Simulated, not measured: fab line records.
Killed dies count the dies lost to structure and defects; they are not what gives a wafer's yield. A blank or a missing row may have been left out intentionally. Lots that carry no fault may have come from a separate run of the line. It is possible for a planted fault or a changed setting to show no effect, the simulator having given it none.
fab line records + flow n5_finfet
[record]
- lots = 11
- wafers = 29
- last_day = 17
route steps=1938 shown BEOL_M10@1509 MIM_BOT_LITHO@1863 MIM_BOT_ETCH@1867 PASSIVATION@1929
lots that met no fault: taken from a fault-free run of the same line
start_h: hours from the record's first day to the start of the lot's first wafer shown + wait_h: hours since the lot's step before + " as in the row above + L1.1+2: a single row standing in for several wafers + - either no value or no given start + * or withheld: withheld + < > ~ a bound
route shown NAME@n: a module of which the file shows steps, and the number in the route of the first + usual: average and standard deviation across the fault-free wafers + same: alike in all rows + chamber/n: place in a boat + sites: readings site by site + _std_site: how widely they spread, as a standard deviation + _edge_site: outer sites' mean less inner sites' + radius_mm: how far each site lies from the wafer's centre + mask NAME#n: copy n + behind: tool/chamber where the wafer was last shaped + hold: the reason the lot was held/the length of the hold in hours/how it ended + device: transistor that didn't switch, given as n, p or np + end of line: the tests these same wafers got at the end of their route + step lacking rows: just its recipe + killed: count of dies lost to structure and defects at first sort (not the wafer's yield) + map: a wafer's dies, marking killed ones x, the rest . and places with no die _
set.NAME: the setting the step ran with; set.NAME@STEP: the setting that earlier step ran with + model.NAME: the simulator's own value behind a step, which no gauge read
one table for each step of the route and one row for each wafer, over a sample of lots
services: when a tool's chamber went out of use (start_h, in hours from the record's first day, below 0 if earlier), for how many hours, and the reason
[[steps]]
[step N5_BEOL_M10_VIA_ETCH_34]
[recipe]
- chemistry = C4F6/O2
- target = SiCOH_lowk
- target_depth_a = 1845
- mask_material = SOC
- taper_deg = 4
- time_s = 69.2
- ion_energy_ev = 250
- pressure_mtorr = 30
- source_w = 345
- bias_w = 185
- Ar_flow_sccm = 300
- C4F6_flow_sccm = 10
- O2_flow_sccm = 10
[usual]
- drypump_motor_current_A = 5.7/0.43
- mfc_ar_sccm = 300.0/0.86
- oes_product_au = 0.83/0.061
- rf_vpp_V = 666/15
- showerhead_plenum_p_Torr = 2.88/0.079
- throttle_valve_pct = 20.81/0.28
| lot.wafer | tool        | chamber | start_h | wait_h | drypump_motor_current_A | mfc_ar_sccm | oes_product_au | rf_hours_counter_h | rf_vpp_V | showerhead_plenum_p_Torr | throttle_valve_pct |
|-----------|-------------|---------|---------|--------|-------------------------|-------------|----------------|--------------------|----------|--------------------------|--------------------|
| L891.1    | rie_diel-06 | 2       | 228.20  | 0.0    | 5.1                     | 299.1       | 0.85           | 49                 | 667      | 2.89                     | 20.51              |
| L891.2    | "           | 0       | "       | "      | 6.1                     | 299.2       | 0.81           | 72                 | 683      | 2.98                     | 20.41              |
| L895.1    | rie_diel-03 | 0       | 250.69  | 0.0    | 6.1                     | 299.9       | 0.80           | 121                | 656      | 2.87                     | 21.34              |
| L895.2    | "           | 1       | "       | "      | 5.6                     | 299.6       | 0.88           | 39                 | 647      | 2.98                     | 20.62              |
| L895.5    | "           | 3       | "       | "      | 5.7                     | 300.3       | 0.82           | -                  | 699      | 2.88                     | 20.73              |
| L894.2    | rie_diel-06 | 0       | 251.74  | 0.0    | 6.2                     | 301.4       | 0.81           | 81                 | 683      | 2.98                     | 20.41              |
| L894.3    | "           | 3       | "       | "      | 5.8                     | 301.9       | 0.83           | 98                 | 667      | 2.99                     | 20.73              |
| L894.6    | "           | 3       | "       | "      | 5.8                     | 300.9       | 0.83           | -                  | 664      | 2.99                     | 20.75              |
| L896.1    | rie_diel-03 | 0       | 258.41  | 0.0    | 6.1                     | 299.9       | 0.80           | 123                | 657      | 2.87                     | 21.36              |
| L896.5    | "           | 1       | "       | "      | 5.7                     | 300.3       | 0.88           | -                  | 645      | 2.98                     | 20.62              |
| L896.6    | "           | 0       | "       | "      | 6.1                     | 300.2       | 0.79           | -                  | 659      | 2.87                     | 21.33              |
| L899.1    | rie_diel-03 | 1       | 274.74  | 0.0    | 5.7                     | 300.0       | 0.86           | 49                 | 645      | 2.98                     | 20.64              |
| L899.3    | "           | 2       | "       | "      | 5.5                     | 299.3       | 0.85           | 69                 | 647      | 2.98                     | 21.04              |
| L904.1    | rie_diel-03 | 2       | 295.12  | 0.0    | 5.5                     | 299.7       | 0.84           | 76                 | 647      | 2.98                     | 21.07              |
| L904.3    | "           | 0       | "       | "      | 6.1                     | 301.6       | 0.78           | 137                | 656      | 2.86                     | 21.38              |
| L904.6    | "           | 0       | "       | "      | 6.1                     | 301.7       | 0.79           | -                  | 656      | 2.86                     | 21.37              |
| L906.3    | rie_diel-03 | 0       | 327.62  | 0.0    | 6.1                     | 301.0       | 0.77           | 150                | 656      | 2.86                     | 21.39              |
| L906.4    | "           | 2       | "       | "      | 5.5                     | 298.9       | 0.83           | 89                 | 646      | 2.98                     | 21.08              |
| L906.5    | "           | 3       | "       | "      | 5.6                     | 299.0       | 0.79           | -                  | 698      | 2.86                     | 20.78              |
| L910.3    | rie_diel-06 | 1       | 331.74  | 0.0    | 6.1                     | 300.9       | 0.75           | 154                | 661      | 2.73                     | 20.92              |
| L910.4    | "           | 0       | "       | "      | 6.2                     | 299.7       | 0.79           | 108                | 681      | 2.96                     | 20.45              |
| L910.5    | "           | 1       | "       | "      | 6.1                     | 298.7       | 0.75           | -                  | 661      | 2.73                     | 20.92              |
| L911.2    | rie_diel-02 | 1       | 354.66  | 0.0    | 5.7                     | 298.9       | 0.88           | 38                 | 677      | 2.89                     | 20.56              |
| L911.5    | "           | 3       | "       | "      | 4.9                     | 299.9       | 0.76           | -                  | 657      | 2.86                     | 20.67              |
| L913.3    | rie_diel-02 | 1       | 360.31  | 0.0    | 5.7                     | 301.1       | 0.88           | 40                 | 678      | 2.89                     | 20.55              |
| L913.6    | "           | 1       | "       | "      | 5.7                     | 300.2       | 0.87           | -                  | 678      | 2.89                     | 20.55              |
| L914.1    | rie_diel-06 | 0       | 361.87  | 0.0    | 6.1                     | 300.2       | 0.77           | 123                | 682      | 2.96                     | 20.48              |
| L914.3    | "           | 2       | "       | "      | 5.2                     | 300.2       | 0.80           | 97                 | 664      | 2.87                     | 20.57              |
| L914.4    | "           | 3       | "       | "      | 5.8                     | 298.1       | 0.78           | 140                | 665      | 2.97                     | 20.81              |
[step N5_MIM_BOT_LITHO_OVL_MEAS_11]
[recipe]
- points_per_wafer = 44
[usual]
- MIM_BOT_OVL = -4/5.4
| lot.wafer | tool       | chamber | start_h | wait_h | MIM_BOT_OVL[nm] |
|-----------|------------|---------|---------|--------|-----------------|
| L891.1    | overlay-02 | 0       | 274.02  | 0.0    | -1              |
| L891.2    | "          | 0       | "       | "      | 3               |
| L894.2    | overlay-01 | 0       | 291.19  | 0.0    | 2               |
| L894.3    | "          | 0       | "       | "      | -4              |
| L894.6    | "          | 0       | "       | "      | -2              |
| L895.1    | overlay-01 | 0       | 291.44  | 0.0    | 6               |
| L895.2    | "          | 0       | "       | "      | 2               |
| L895.5    | "          | 0       | "       | "      | 1               |
| L896.1    | overlay-02 | 0       | 295.42  | 0.0    | -1              |
| L896.5    | "          | 0       | "       | "      | -4              |
| L896.6    | "          | 0       | "       | "      | -8              |
| L899.1    | overlay-02 | 0       | 317.61  | 0.0    | -5              |
| L899.3    | "          | 0       | "       | "      | -1              |
| L904.1    | overlay-02 | 0       | 341.55  | 0.0    | -18             |
| L904.3    | "          | 0       | "       | "      | -7              |
| L904.6    | "          | 0       | "       | "      | -17             |
| L906.3    | overlay-02 | 0       | 367.35  | 0.0    | -10             |
| L906.4    | "          | 0       | "       | "      | -5              |
| L906.5    | "          | 0       | "       | "      | -3              |
| L910.3    | overlay-02 | 0       | 378.04  | 0.0    | -4              |
| L910.4    | "          | 0       | "       | "      | 6               |
| L910.5    | "          | 0       | "       | "      | -2              |
| L911.2    | overlay-02 | 0       | 394.95  | 0.0    | -7              |
| L911.5    | "          | 0       | "       | "      | -5              |
| L914.1    | overlay-02 | 0       | 407.60  | 0.0    | -1              |
| L914.3    | "          | 0       | "       | "      | -6              |
| L914.4    | "          | 0       | "       | "      | -1              |
| L913.3    | overlay-01 | 0       | 407.64  | 0.0    | -7              |
| L913.6    | "          | 0       | "       | "      | -7              |
[step N5_MIM_BOT_ETCH_ETCH_03]
[recipe]
- chemistry = Cl2/BCl3
- target_depth_a = 120
- pressure_mtorr = 8
- icp_w = 800
- bias_w = 100
- Cl2_flow_sccm = 20
- bcl3_flow_sccm = 80
[usual]
- bcl3_flow_sccm = 79.95/0.23
- drypump_motor_current_A = 5.64/0.25
- oes_product_au = 0.78/0.096
- throttle_valve_pct = 27.65/0.22
| lot.wafer | tool         | chamber | start_h | wait_h | bcl3_flow_sccm | drypump_motor_current_A | oes_product_au | rf_hours_counter_h | throttle_valve_pct |
|-----------|--------------|---------|---------|--------|----------------|-------------------------|----------------|--------------------|--------------------|
| L891.1    | rie_metal-01 | 1       | 274.24  | 0.1    | 80.06          | 5.66                    | 0.94           | 3                  | 27.75              |
| L891.2    | "            | 0       | "       | "      | 80.14          | 6.03                    | 0.69           | 80                 | 27.70              |
| L894.2    | rie_metal-03 | 1       | 291.40  | 0.1    | 79.98          | 5.13                    | 0.75           | 46                 | 27.70              |
| L894.3    | "            | 1       | "       | "      | 79.76          | 5.14                    | 0.74           | -                  | 27.70              |
| L894.6    | "            | 1       | "       | "      | 80.10          | 5.14                    | 0.74           | -                  | 27.71              |
| L895.1    | rie_metal-03 | 1       | 291.65  | 0.1    | 80.48          | 5.11                    | 0.75           | 47                 | 27.69              |
| L895.2    | "            | 0       | "       | "      | 79.91          | 5.75                    | 0.72           | 65                 | 27.50              |
| L895.5    | "            | 0       | "       | "      | 80.23          | 5.74                    | 0.73           | -                  | 27.51              |
| L896.1    | rie_metal-02 | 0       | 295.63  | 0.1    | 80.02          | 5.59                    | 0.77           | 46                 | 27.77              |
| L896.5    | "            | 0       | "       | "      | 79.88          | 5.59                    | 0.77           | -                  | 27.78              |
| L896.6    | "            | 0       | "       | "      | 79.94          | 5.57                    | 0.76           | -                  | 27.77              |
| L899.1    | rie_metal-01 | 1       | 317.82  | 0.1    | 79.80          | 5.66                    | 0.89           | 6                  | 27.74              |
| L899.3    | "            | 1       | "       | "      | 80.07          | 5.67                    | 0.89           | -                  | 27.76              |
| L904.1    | rie_metal-03 | 0       | 342.45  | 0.1    | 80.05          | 5.76                    | 0.72           | 70                 | 27.54              |
| L904.3    | "            | 1       | "       | "      | 79.71          | 5.13                    | 0.74           | -                  | 27.71              |
| L904.6    | "            | 0       | "       | "      | 79.56          | 5.76                    | 0.71           | -                  | 27.52              |
| L906.3    | rie_metal-01 | 0       | 367.59  | 0.1    | 80.02          | 6.02                    | 0.67           | -                  | 27.71              |
| L906.4    | "            | 1       | "       | "      | 79.90          | 5.67                    | 0.88           | -                  | 27.75              |
| L906.5    | "            | 0       | "       | "      | 80.18          | 6.03                    | 0.67           | -                  | 27.71              |
| L910.3    | rie_metal-01 | 0       | 378.43  | 0.1    | 80.13          | 6.02                    | 0.67           | -                  | 27.71              |
| L910.4    | "            | 1       | "       | "      | 80.36          | 5.63                    | 0.87           | -                  | 27.74              |
| L910.5    | "            | 0       | "       | "      | 80.22          | 6.00                    | 0.67           | -                  | 27.71              |
| L911.2    | rie_metal-02 | 1       | 395.16  | 0.1    | 79.93          | 5.55                    | 0.93           | 7                  | 27.07              |
| L911.5    | "            | 1       | "       | "      | 79.99          | 5.56                    | 0.92           | -                  | 27.06              |
| L914.1    | rie_metal-02 | 1       | 408.02  | 0.1    | 79.78          | 5.54                    | 0.92           | 8                  | 27.08              |
| L914.3    | "            | 1       | "       | "      | 79.73          | 5.52                    | 0.92           | -                  | 27.08              |
| L914.4    | "            | 0       | "       | "      | 79.86          | 5.57                    | 0.74           | -                  | 27.79              |
| L913.3    | rie_metal-03 | 1       | 408.09  | 0.1    | 79.70          | 5.14                    | 0.71           | -                  | 27.73              |
| L913.6    | "            | 1       | "       | "      | 79.71          | 5.13                    | 0.71           | -                  | 27.73              |
[step N5_PASSIVATION_PASS_ETCH_47]
[recipe]
- chemistry = CF4/O2
- target = SiNx
- target_depth_a = 7700
- time_s = 385
- ion_energy_ev = 100
- pressure_mtorr = 40
- source_w = 535
- bias_w = 49
- Ar_flow_sccm = 100
- cf4_flow_sccm = 100
- O2_flow_sccm = 10
[usual]
- drypump_motor_current_A = 5.7/0.38
- mfc_ar_sccm = 100.0/0.31
- oes_product_au = 0.80/0.049
- rf_vpp_V = 240/5.6
- showerhead_plenum_p_Torr = 2.24/0.066
- throttle_valve_pct = 15.79/0.25
| lot.wafer | tool        | chamber | start_h | wait_h | drypump_motor_current_A | mfc_ar_sccm | oes_product_au | rf_hours_counter_h | rf_vpp_V | showerhead_plenum_p_Torr | throttle_valve_pct |
|-----------|-------------|---------|---------|--------|-------------------------|-------------|----------------|--------------------|----------|--------------------------|--------------------|
| L891.1    | rie_diel-06 | 3       | 279.30  | 0.0    | 5.8                     | 100.0       | 0.81           | 108                | 242      | 2.31                     | 15.72              |
| L891.2    | "           | 0       | "       | "      | 6.2                     | 100.2       | 0.81           | 91                 | 247      | 2.30                     | 15.40              |
| L894.2    | rie_diel-06 | 3       | 296.45  | 0.0    | 5.8                     | 100.1       | 0.80           | 113                | 240      | 2.30                     | 15.72              |
| L894.3    | "           | 2       | "       | "      | 5.1                     | 99.5        | 0.82           | 70                 | 240      | 2.22                     | 15.44              |
| L894.6    | "           | 0       | "       | "      | 6.2                     | 99.8        | 0.80           | -                  | 247      | 2.30                     | 15.40              |
| L895.1    | rie_diel-02 | 3       | 297.71  | 0.0    | 4.9                     | 100.1       | 0.77           | 132                | 238      | 2.22                     | 15.62              |
| L895.2    | "           | 1       | "       | "      | 5.7                     | 100.1       | 0.89           | 27                 | 244      | 2.24                     | 15.48              |
| L895.5    | "           | 1       | "       | "      | 5.7                     | 100.0       | 0.89           | -                  | 245      | 2.24                     | 15.50              |
| L896.1    | rie_diel-03 | 3       | 303.23  | 0.0    | 5.6                     | 100.3       | 0.80           | 97                 | 252      | 2.22                     | 15.66              |
| L896.5    | "           | 2       | "       | "      | 5.5                     | 100.5       | 0.83           | -                  | 234      | 2.31                     | 16.03              |
| L896.6    | "           | 3       | "       | "      | 5.6                     | 100.7       | 0.79           | -                  | 252      | 2.22                     | 15.67              |
| L899.1    | rie_diel-02 | 2       | 324.11  | 0.0    | 5.6                     | 99.7        | 0.90           | 27                 | 242      | 2.15                     | 15.51              |
| L899.3    | "           | 1       | "       | "      | 5.7                     | 100.2       | 0.88           | 36                 | 245      | 2.24                     | 15.52              |
| L904.1    | rie_diel-06 | 1       | 349.24  | 0.0    | 6.1                     | 100.0       | 0.74           | 163                | 238      | 2.11                     | 15.94              |
| L904.3    | "           | 2       | "       | "      | 5.1                     | 99.4        | 0.79           | 91                 | 240      | 2.21                     | 15.48              |
| L904.6    | "           | 1       | "       | "      | 6.1                     | 100.1       | 0.73           | -                  | 239      | 2.11                     | 15.94              |
| L906.3    | rie_diel-06 | 0       | 373.29  | 0.0    | 6.1                     | 100.4       | 0.77           | 127                | 246      | 2.29                     | 15.49              |
| L906.4    | "           | 1       | "       | "      | 6.1                     | 99.9        | 0.73           | 173                | 241      | 2.11                     | 15.97              |
| L906.5    | "           | 3       | "       | "      | 5.8                     | 100.1       | 0.77           | -                  | 241      | 2.29                     | 15.78              |
| L910.3    | rie_diel-03 | 1       | 386.19  | 0.0    | 5.7                     | 99.6        | 0.81           | 93                 | 234      | 2.31                     | 15.83              |
| L910.4    | "           | 3       | "       | "      | 5.7                     | 100.0       | 0.76           | 131                | 252      | 2.20                     | 15.72              |
| L910.5    | "           | 1       | "       | "      | 5.7                     | 99.4        | 0.80           | -                  | 234      | 2.31                     | 15.83              |
| L911.2    | rie_diel-06 | 2       | 400.86  | 0.0    | 5.1                     | 100.2       | 0.77           | 108                | 239      | 2.21                     | 15.51              |
| L911.5    | "           | 2       | "       | "      | 5.1                     | 99.8        | 0.77           | -                  | 240      | 2.21                     | 15.51              |
| L913.3    | rie_diel-06 | 3       | 414.27  | 0.0    | 5.8                     | 100.0       | 0.76           | 158                | 240      | 2.29                     | 15.81              |
| L913.6    | "           | 2       | "       | "      | 5.1                     | 100.4       | 0.77           | -                  | 240      | 2.21                     | 15.53              |
| L914.1    | rie_diel-03 | 2       | 414.61  | 0.0    | 5.5                     | 100.1       | 0.79           | 123                | 235      | 2.30                     | 16.11              |
| L914.3    | "           | 0       | "       | "      | 6.2                     | 99.8        | 0.75           | 182                | 237      | 2.19                     | 16.29              |
| L914.4    | "           | 3       | "       | "      | 5.7                     | 99.9        | 0.75           | 140                | 252      | 2.20                     | 15.76              |
[step N5_PASSIVATION_PROBE_49]
[usual]
- defect_limited_yield = 91.2/1.5
- killed_at_M0_to_M3 = 36/10
- killed_at_M4_up = 13/6
- killed_at_contacts = 11/5.2
- killed_at_front_end = 40/11
- killed_at_other = 3.1/2.9
- killed_dies = 104/17
- killed_on_rim = 14/3.6
- killed_open = 66/12
- killed_short = 34/7.7
- sort_bin_5_function = 5.1/0.91
- sort_bin_6_memory = 3.2/0.67
- sort_n_pass = 1076/17
- sort_yield_pct = 91.2/1.5
[same]
- gross_dies = 1180
- killed_at_back_side = 0
- sort_bin_4_leakage[%] = 0
- sort_bin_8_speed[%] = 0
| lot.wafer | tool      | chamber | start_h | wait_h | defect_limited_yield[%] | killed_at_M0_to_M3 | killed_at_M4_up | killed_at_contacts | killed_at_front_end | killed_at_other | killed_dies | killed_on_rim | killed_open | killed_short | sort_bin_5_function[%] | sort_bin_6_memory[%] | sort_n_pass | sort_yield_pct[%] |
|-----------|-----------|---------|---------|--------|-------------------------|--------------------|-----------------|--------------------|---------------------|-----------------|-------------|---------------|-------------|--------------|------------------------|----------------------|-------------|-------------------|
| L904.1    | prober-02 | -       | 352.91  | 0.7    | 82.5                    | 33                 | 124             | 16                 | 33                  | 1               | 207         | 13            | 65          | 31           | 11.5                   | 4.2                  | 973         | 82.5              |
| L904.3    | prober-02 | -       | 353.01  | 0.8    | 92.8                    | 38                 | 10              | 6                  | 30                  | 1               | 85          | 9             | 63          | 20           | 4.7                    | 2.4                  | 1095        | 92.8              |
| L904.6    | prober-02 | -       | 353.16  | 0.9    | 90.9                    | 29                 | 18              | 11                 | 45                  | 4               | 107         | 9             | 72          | 35           | 5.7                    | 3.3                  | 1073        | 90.9              |
| L906.3    | prober-01 | -       | 378.28  | 0.1    | 93.4                    | 34                 | 4               | 7                  | 32                  | 1               | 78          | 12            | 56          | 20           | 2.9                    | 3.6                  | 1102        | 93.4              |
| L906.4    | prober-01 | -       | 378.33  | 0.2    | 81.9                    | 36                 | 121             | 9                  | 43                  | 4               | 213         | 14            | 60          | 30           | 11.9                   | 3.6                  | 967         | 81.9              |
| L906.5    | prober-01 | -       | 378.38  | 0.2    | 89.4                    | 53                 | 13              | 15                 | 42                  | 2               | 125         | 20            | 62          | 55           | 5.9                    | 3.9                  | 1055        | 89.4              |
// killed by level:class
L904.1 BEOL_M10:unspecified=111 MOL_CONTACT_COAG:geometric_particle:open=13 BEOL_M3:geometric_particle:open=11 BEOL_M2:geometric_particle:open=8 FIN_SAQP:geometric_particle:short=7 FIN_SAQP:geometric_particle:open=6 BEOL_M0:geometric_particle:open=5 STARTING-WAFER:geometric_particle:open=5
L904.3 BEOL_M3:geometric_particle:open=12 BEOL_M0_SAQP:geometric_particle:open=8 STI_FIN_REVEAL:geometric_particle:open=6 MOL_CONTACT_COAG:geometric_particle:open=6 FIN_SAQP:geometric_particle:open=5 DUMMY_GATE:geometric_particle:open=5 BEOL_M2:geometric_particle:open=5 SPACER0:geometric_particle:open=4
L904.6 FIN_SAQP:geometric_particle:open=12 MOL_CONTACT_COAG:geometric_particle:open=9 BEOL_M3:geometric_particle:open=9 BEOL_M5:geometric_particle:open=7 FIN_SAQP:geometric_particle:short=6 DUMMY_GATE:geometric_particle:open=6 BEOL_M4:geometric_particle:open=6 GATE_CUT:geometric_particle:short=5
L906.3 BEOL_M1:geometric_particle:open=11 FIN_SAQP:geometric_particle:open=6 DUMMY_GATE:geometric_particle:open=6 MOL_CONTACT_COAG:geometric_particle:open=6 BEOL_M0_SAQP:geometric_particle:short=6 BEOL_M0_SAQP:geometric_particle:open=6 BEOL_M3:geometric_particle:open=4 FIN_SAQP:geometric_particle:short=4
L906.4 BEOL_M10:unspecified=114 BEOL_M0_SAQP:geometric_particle:short=10 MOL_CONTACT_COAG:geometric_particle:open=9 BEOL_M0_SAQP:geometric_particle:open=9 HKMG_FIN:area_etch=8 FIN_SAQP:geometric_particle:short=7 DUMMY_GATE:geometric_particle:open=7 FIN_SAQP:geometric_particle:open=5
L906.5 BEOL_M0_SAQP:geometric_particle:short=24 BEOL_M0_SAQP:geometric_particle:open=17 MOL_CONTACT_COAG:geometric_particle:open=8 FIN_SAQP:geometric_particle:open=7 MOL_CONTACT_COAG:geometric_particle:short=7 BEOL_M4:geometric_particle:open=7 HKMG_FIN:area_etch=7 FIN_SAQP:geometric_particle:short=5
[[services]]
| tool         | chamber | start_h | hours | kind                          |
|--------------|---------|---------|-------|-------------------------------|
| rie_diel-03  | -       | 207.12  | 0.4   | repair                        |
| rie_diel-02  | 2       | 220.79  | 6.6   | repair                        |
| rie_diel-02  | 3       | 222.10  | 1.4   | repair                        |
| rie_diel-02  | 2       | 227.67  | -     | clean                         |
| rie_diel-02  | 2       | 227.67  | -     | consumable_replace:focus_ring |
| rie_diel-02  | 2       | 227.67  | 19.5  | scheduled_down                |
| rie_diel-02  | 2       | 227.67  | 19.5  | vent_cycle                    |
| rie_metal-01 | 1       | 228.29  | -     | clean                         |
| rie_metal-01 | 1       | 228.29  | 16.9  | scheduled_down                |
| rie_metal-01 | 1       | 228.29  | 16.9  | vent_cycle                    |
| rie_metal-03 | -       | 239.70  | 0.5   | repair                        |
| rie_diel-03  | 2       | 246.73  | 2.6   | repair                        |
| rie_metal-01 | -       | 255.61  | 1.0   | repair                        |
| rie_metal-02 | 1       | 290.19  | -     | clean                         |
| rie_metal-02 | 1       | 290.19  | 33.3  | scheduled_down                |
| rie_metal-02 | 1       | 290.19  | 33.3  | vent_cycle                    |
| rie_diel-06  | -       | 307.32  | 2.8   | pm                            |
| rie_diel-02  | -       | 329.88  | 24.2  | repair                        |
| rie_diel-06  | 2       | 386.98  | 7.8   | repair                        |
| rie_metal-01 | -       | 395.15  | 0.6   | repair                        |
[[key]]
[first_sign]
- step = N5_PASSIVATION_PROBE_49
- reading = killed_at_M4_up
- direction = up
- sigmas = 18
- usual = 13
- struck = 122
[effect]
- step = N5_PASSIVATION_PROBE_49
- reading = defect_limited_yield
- direction = down
- sigmas = 6.2
- usual = 91.2
- struck = 82.2
[more_kills_born_at]
- N5_BEOL_M10_VIA_ETCH_34@rie_diel-03 = 225
met_at N5_BEOL_M10_VIA_ETCH_34
struck_lots L904,L906
struck_wafers L904.1,L906.4
not_acting_at N5_MIM_BOT_LITHO_OVL_MEAS_11,N5_MIM_BOT_ETCH_ETCH_03,N5_PASSIVATION_PASS_ETCH_47
onset_between 274.74 295.12
[fault]
- kind = chamber_particle_source
- tool = rie_diel-03
- chamber = 2
- onset_h = 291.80
- steps = N5_BEOL_M10_VIA_ETCH_34
- rate_per_visit_cm2 = 0.64729
- end_h = 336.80
